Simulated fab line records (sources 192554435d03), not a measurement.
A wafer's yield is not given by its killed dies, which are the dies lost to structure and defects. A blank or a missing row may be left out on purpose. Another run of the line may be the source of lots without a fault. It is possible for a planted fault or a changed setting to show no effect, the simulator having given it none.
Chamber matching ; flow n5Finfet ; N5_MOL_CONTACT_COAG_STRIP_96 on rieDiel-03 has 3 sister chambers
The step strips in N2/H2. 6 wafers are shown with their chamber, then 7 later ones without.

== WAFERS, EACH WITH ITS CHAMBER ==
wafer;chamber;showerheadPlenumPTorr (Torr);throttleValvePct (%)
L085.2;0;3.47;19.06
L085.4;2;3.29;18.92
L085.5;1;3.31;18.94
L087.4;2;3.29;18.92
L087.5;1;3.31;18.94
L087.6;0;3.46;19.05

== WAFERS WHOSE CHAMBER IS MISSING ==
wafer;showerheadPlenumPTorr (Torr);throttleValvePct (%)
L090.1;3.29;18.94
L090.5;3.46;19.08
L094.1;3.45;19.12
L094.4;3.45;19.13
L094.5;3.30;18.44
L095.2;3.30;18.45
L095.3;3.28;18.50

== CHAMBER TAKEN BY EACH ==
wafer;from the rows above;in truth
L090.1;can't be placed: 1 or 2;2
L090.5;0;0
L094.1;0;0
L094.4;0;0
L094.5;2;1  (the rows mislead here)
L095.2;2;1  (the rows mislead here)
L095.3;2;2
Correctly placed: 4 of 7. Unplaceable from these rows: 1, with the true chamber sitting among the candidates in 1. Number placed wrongly: 2.
How it was worked out, from the rows above alone: a wafer's distance from a chamber is the root of the sum, over the readings, of the square of ((its reading less the chamber's mean) divided by the reading's scatter). The wafer belongs to the nearest chamber; if the next one is less than 2 further off, it can't be placed. The mean given for a chamber averages the wafers shown for that chamber. How the scatter is found: for the shown wafers, subtract from each reading the mean of its chamber, square and add these, divide the total by (wafers less chambers), then take the root.
